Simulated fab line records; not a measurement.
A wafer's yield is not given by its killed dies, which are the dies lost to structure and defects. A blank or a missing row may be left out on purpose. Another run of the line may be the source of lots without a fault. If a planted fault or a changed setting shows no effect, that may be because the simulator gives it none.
Comparing a struck lot with a sound one / flow nand_harc / 15 steps out of a route of 1302
Sound: wafers L512.3, L512.5, L512.6. Struck: wafer L529.3 (left out: L529.2, L529.4 of the same lot, which were not struck); the cause appears at the end.
Each step with rows lists, per side, the tool, then ch with its chambers, then its first start. Under that, the readings that differ: sound wafers / struck wafers / difference of the means / sigmas: that difference in standard deviations of wafers without a fault.
alike: readings with means less than 2 such deviations apart, plus words and numbers identical on both sides. not compared: withheld readings, readings lacking a value on some wafer, bounds such as >300 that could conceal the same value, and numbers that have no deviation in the record and whose values overlap.
Wherever a step has rows on one side only, a row that says differs or no value, or a row with sigmas, the two part there. Numbers that have no deviation but don't overlap get no sigmas and don't part them. A reading that every wafer of one side lacks parts them only if that side has two wafers or more.

NHARC_A_ONON_D2_THK_MEAS_11: measures by ellipsometry.
  sound on film_metro-02 at day 12 22:08; struck on film_metro-02 at day 20 07:07
  alike: thk_nm
then, no rows for these wafers at 1 step: NHARC_A_ONON_D2_DEP_12 (target thk 1000 nm).
NHARC_A_ONON_D2_THK_MEAS_14: measures by ellipsometry.
  sound on film_metro-02 at day 12 22:43; struck on film_metro-02 at day 20 07:40
  alike: thk_nm
then, 2 steps without rows for these wafers: NHARC_A_ONON_D2_ANNEAL_15 (time 3600 s); NHARC_A_ONON_D2_DEP_16 (target thk 1000 nm).
NHARC_A_ONON_D2_THK_MEAS_18: measures by ellipsometry.
  sound on film_metro-02 at day 13 06:19; struck on film_metro-02 at day 20 15:42
  alike: thk_nm
then, no rows for these wafers at 1 step: NHARC_A_ONON_D2_DEP_19 (target thk 1000 nm).
NHARC_A_ONON_D2_THK_MEAS_21: measures by ellipsometry.
  sound on film_metro-01 at day 13 06:53; struck on film_metro-02 at day 20 16:17
reading=thk_nm (nm); sound=1016 1017 1019; struck=978; difference=-39; sigmas=-4
then, no rows for these wafers at 1 step: NHARC_A_ONON_D2_DEP_22 (target thk 1000 nm).
NHARC_A_ONON_D2_THK_MEAS_24: measures by ellipsometry.
  sound on film_metro-01 at day 13 07:28; struck on film_metro-02 at day 20 16:50
reading=thk_nm (nm); sound=996 996 996; struck=1022; difference=+26; sigmas=+3
then, no rows for these wafers at 1 step: NHARC_A_ONON_D2_DEP_25 (target thk 1000 nm).
NHARC_A_ONON_D2_THK_MEAS_27: measures by ellipsometry.
  sound on film_metro-02 at day 13 08:02; struck on film_metro-02 at day 20 17:25
  alike: thk_nm
NHARC_A_ONON_D2_DEP_28: target thk 1000 nm.
  sound on pecvd_onon-03 ch 0, day 13 08:12; struck on pecvd_onon-04 ch 0, day 20 17:31
NHARC_A_ONON_D2_THK_MEAS_30: measures by ellipsometry.
  sound on film_metro-02 at day 13 08:36; struck on film_metro-01 at day 20 17:58
reading=thk_nm (nm); sound=993 992 991; struck=1098; difference=+106; sigmas=+10
NHARC_A_ONON_D2_DEP_33: deposits SiO2, target thk 200 nm.
  sound on pecvd-02 ch 0,1,2, day 13 08:44; struck on pecvd-02 ch 0, day 20 18:02
  alike: heater_power_outer_w, heater_power_w, throttle_valve_pct

== WHERE THEY PART ==
Earliest at NHARC_A_ONON_D2_THK_MEAS_21; latest, in this record, at NHARC_A_ONON_D2_THK_MEAS_30. Later steps at which nothing parts them and some readings are alike: NHARC_A_ONON_D2_DEP_33.

WHY: whatever the simulator had introduced
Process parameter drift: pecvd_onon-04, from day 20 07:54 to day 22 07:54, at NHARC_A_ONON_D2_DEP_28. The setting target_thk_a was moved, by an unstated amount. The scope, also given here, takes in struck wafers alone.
